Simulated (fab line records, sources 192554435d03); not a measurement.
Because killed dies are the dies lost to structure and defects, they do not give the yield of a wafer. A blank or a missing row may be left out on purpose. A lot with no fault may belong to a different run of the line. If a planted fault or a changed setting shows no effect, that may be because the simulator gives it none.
Code-filled problem report in 8D (eight disciplines) form | flow n5 finfet | the parts of the form that need people (team, actions taken, sign-off) are left out

1. THE ISSUE
bias w at N5_GATE_CUT_CUT_ETCH_54 reads a mean of 130.6 W on 3 wafers of 2 lots; wafers without a fault read 126.0 W with a standard deviation of 0.38. That is +12 standard deviations from the usual mean.
The step: etches TiN in Cl2/BCl3, target depth 96.7 nm.
First seen on wafer L951.2, day 7 23:11, on rie metal-01. The record holds 30 wafers of 10 lots with a number at this step. The rule behind "out" and "out of limits": a value lying over 4 standard deviations away from the usual mean. The other wafers with a number count as sound.

2. WHAT IT IS, WHAT IT ISN'T
question                    | is                     | is not
which readings at this step | bias w                 | bcl3 flow sccm, drypump motor current A, etch rf on time s, oes product au, throttle valve pct
which lots                  | L951, L952             | L937, L938, L940, L953, L954, L955, L956, L957
which wafers of those lots  | L951.2, L952.2, L952.6 | L951.1, L951.4, L952.1
read on which tools         | rie metal-01           | rie metal-02, rie metal-03
when                        | from day 7 23:11       | up to then (11 sound wafers); but 16 sound wafers of L952, L953, L954, L955, L956, L957 came after

3. WHAT RULES OUT EACH SUSPECT
Counting: if a tool at a process step up to the reading ran every lot that is out, it stays a suspect. Sound lots after the first of them don't rule it out here, since some wafers of a struck lot are sound.
- pecvd-01 at N5_GATE_CUT_HM_DEP_46 (deposits SiO2 from TEOS/O2, target thk 130 nm, time 26.6 s): kept. Ran every lot that is out, first one L951 (day 7 22:16); last sound lot up to then L940 (day 5 05:46).
- rie metal-01 at N5_GATE_CUT_CUT_ETCH_54 (etches TiN in Cl2/BCl3, target depth 96.7 nm): kept. Ran every lot that is out, first one L951 (day 7 23:11); last sound lot up to then L940 (day 5 06:46). Its own readings are out on those wafers: bias w.
- At N5_GATE_CUT_CUT_ETCH_54 on rie metal-01, chamber 0 took the sound wafers of the same lots and chamber 1 took the wafers that are out.
The count leaves rie metal-01 at N5_GATE_CUT_CUT_ETCH_54 and pecvd-01 at N5_GATE_CUT_HM_DEP_46.

4. THE CAUSE (what the simulator had put in)
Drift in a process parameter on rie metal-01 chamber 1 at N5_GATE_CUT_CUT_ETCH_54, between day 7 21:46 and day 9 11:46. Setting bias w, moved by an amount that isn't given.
Counting leaves 2 suspects; this tool is one of them.

5. THE EFFECT CHAIN, in route order
Each row: a reading where the mean over the struck wafers with a number is more than 3 standard deviations away from the usual. Readings are gone through only where the record gives a usual standard deviation; hours: the median, over the lots, of the time from a lot's start at the first step in this table giving one to that lot's start at this step; sigmas: the change measured in usual standard deviations.
hours | step                    | reading | usual   | on struck wafers | change | sigmas
0     | N5_GATE_CUT_CUT_ETCH_54 | bias w  | 126.0 W | 130.6            | +4.6   | +12
It contains these process steps:
- N5_GATE_CUT_CUT_ETCH_54: etches TiN in Cl2/BCl3, target depth 96.7 nm.

6. HOW IT WOULD HAVE BEEN CAUGHT EARLIER
In this record the first reading out of limits was taken at day 7 23:11, 1 hour after the fault began at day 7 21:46.
